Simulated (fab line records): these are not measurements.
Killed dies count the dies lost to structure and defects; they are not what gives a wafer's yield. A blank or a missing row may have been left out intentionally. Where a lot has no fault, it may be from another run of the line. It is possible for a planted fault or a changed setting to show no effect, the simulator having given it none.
Chamber matching + flow nand harc + NHARC_A_CHANNEL_FILL_D1_ETCHBACK_19 on rie si-06 has 4 sister chambers
The step etches the open film in HBr/Cl2, target depth 5 nm, time 1.7 s. 8 wafers are shown with their chamber, then 9 later ones without.

== WAFERS, EACH WITH ITS CHAMBER ==
| wafer  | chamber | drypump motor current A (A) | he backside leak sccm (sccm) |
|--------|---------|-----------------------------|------------------------------|
| L079.6 | 1       | 5.4                         | 2.46                         |
| L080.1 | 3       | 6.0                         | 2.80                         |
| L083.1 | 0       | 5.4                         | 2.55                         |
| L083.3 | 1       | 5.3                         | 2.32                         |
| L083.6 | 0       | 5.4                         | 2.88                         |
| L087.1 | 2       | 5.1                         | 2.73                         |
| L087.5 | 2       | 5.1                         | 2.68                         |
| L087.6 | 3       | 5.9                         | 2.82                         |

== WAFERS WITH NO CHAMBER GIVEN ==
| wafer  | drypump motor current A (A) | he backside leak sccm (sccm) |
|--------|-----------------------------|------------------------------|
| L092.1 | 6.0                         | 2.82                         |
| L092.3 | 6.0                         | 2.80                         |
| L092.4 | 5.4                         | 2.62                         |
| L093.1 | 5.4                         | 2.40                         |
| L093.3 | 5.1                         | 2.82                         |
| L093.4 | 5.4                         | 2.44                         |
| L097.2 | 5.3                         | 2.33                         |
| L097.3 | 5.4                         | 2.67                         |
| L097.4 | 5.1                         | 2.77                         |

== CHAMBER TAKEN BY EACH ==
| wafer  | from the rows above     | in truth |
|--------|-------------------------|----------|
| L092.1 | 3                       | 3        |
| L092.3 | 3                       | 3        |
| L092.4 | can't be placed: 0 or 1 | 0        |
| L093.1 | can't be placed: 1 or 0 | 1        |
| L093.3 | 2                       | 2        |
| L093.4 | can't be placed: 1 or 0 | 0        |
| L097.2 | 1                       | 1        |
| L097.3 | 0                       | 0        |
| L097.4 | 2                       | 2        |
Placed correctly: 6 of 9. Cannot be placed on the basis of these rows: 3; the candidates contain the true chamber in 3. 0 placed wrongly.
How it was worked out, from the rows above alone: a wafer's distance from a chamber is the root of the sum, over the readings, of the square of ((its reading less the chamber's mean) divided by the reading's scatter). The wafer belongs to the nearest chamber; if the next one is less than 2 further off, it can't be placed. The mean given for a chamber averages the wafers shown for that chamber. The scatter: the root of (the sum of the squares of (reading less its chamber's mean) over the shown wafers, divided by (wafers less chambers)).
